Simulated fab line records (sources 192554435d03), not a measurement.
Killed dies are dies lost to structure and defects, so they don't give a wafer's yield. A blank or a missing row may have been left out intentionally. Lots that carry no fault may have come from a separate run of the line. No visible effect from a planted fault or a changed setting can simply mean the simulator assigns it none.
A single fault, viewed from 2 desks / flow n5 finfet / only its own numbers are on each desk; what lay behind them is given at the end

AT THE METROLOGY DESK
What the gauges read, lot by lot, whatever tool the lot ran on: means of the sampled wafers that have a number. A lot is out of limits, marked OUT, if its mean lies more than 4 standard deviations from the usual mean; the brackets give that distance.
Columns: A = MD_CAP_THK at N5_MOL_CONTACT_COAG_THK_MEAS_29, usual 17.93 nm
lot=L291; first seen here=day 7 06:20; A=17.39 (-7.1) OUT
lot=L295; first seen here=day 7 22:53; A=16.80 (-15) OUT
lot=L301; first seen here=day 9 05:23; A=18.00
lot=L307; first seen here=day 10 17:47; A=17.96
Per this desk, out of limits: L291, L295; the first was L291, day 7 06:20 (MD_CAP_THK at N5_MOL_CONTACT_COAG_THK_MEAS_29). Within limits: L301, L307.

THE TOOL OWNER'S DESK: cmp-02
The tool's own readings at N5_MOL_CONTACT_COAG_CMP_23 (polishes, stops on SiO2, t overpolish 1.5 s, target thk 0 nm): means of the sampled wafers that have a number, for each lot that ran on this tool. A lot is out of limits, marked OUT, if its mean lies more than 4 standard deviations from the usual mean; the brackets give that distance.
Columns: A = motor current A at N5_MOL_CONTACT_COAG_CMP_23, usual 7.6 A; B = overpolish run s at N5_MOL_CONTACT_COAG_CMP_23, usual 1.499 s; C = slurry filter dp kPa at N5_MOL_CONTACT_COAG_CMP_23, usual 13.49 kPa; D = time to endpoint s at N5_MOL_CONTACT_COAG_CMP_23, usual 9.4 s
lot=L291; first seen here=day 7 03:34; A=8.0; B=1.501; C=13.46; D=6.8
lot=L295; first seen here=day 7 19:56; A=7.4; B=1.499; C=13.44; D=5.9
lot=L307; first seen here=day 10 15:08; A=7.6; B=1.505; C=13.59; D=8.8
Result from this desk: across the 3 lots, nothing is out of limits.

BROUGHT TOGETHER
An alarm was possible from the metrology desk at day 7 06:20, on L291, L295.
The desk of the tool owner found nothing out of limits.
The tool owner's desk has L291, L295 on record, within its limits.
All the named lots went through N5_MOL_CONTACT_COAG_CMP_23 on cmp-02.

WHAT THE SIMULATOR HAD PUT IN
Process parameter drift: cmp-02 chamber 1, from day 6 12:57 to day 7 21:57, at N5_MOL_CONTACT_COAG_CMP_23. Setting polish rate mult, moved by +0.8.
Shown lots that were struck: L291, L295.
Delay in hours, fault start to first out-of-limits reading, per desk: metrology desk 17.
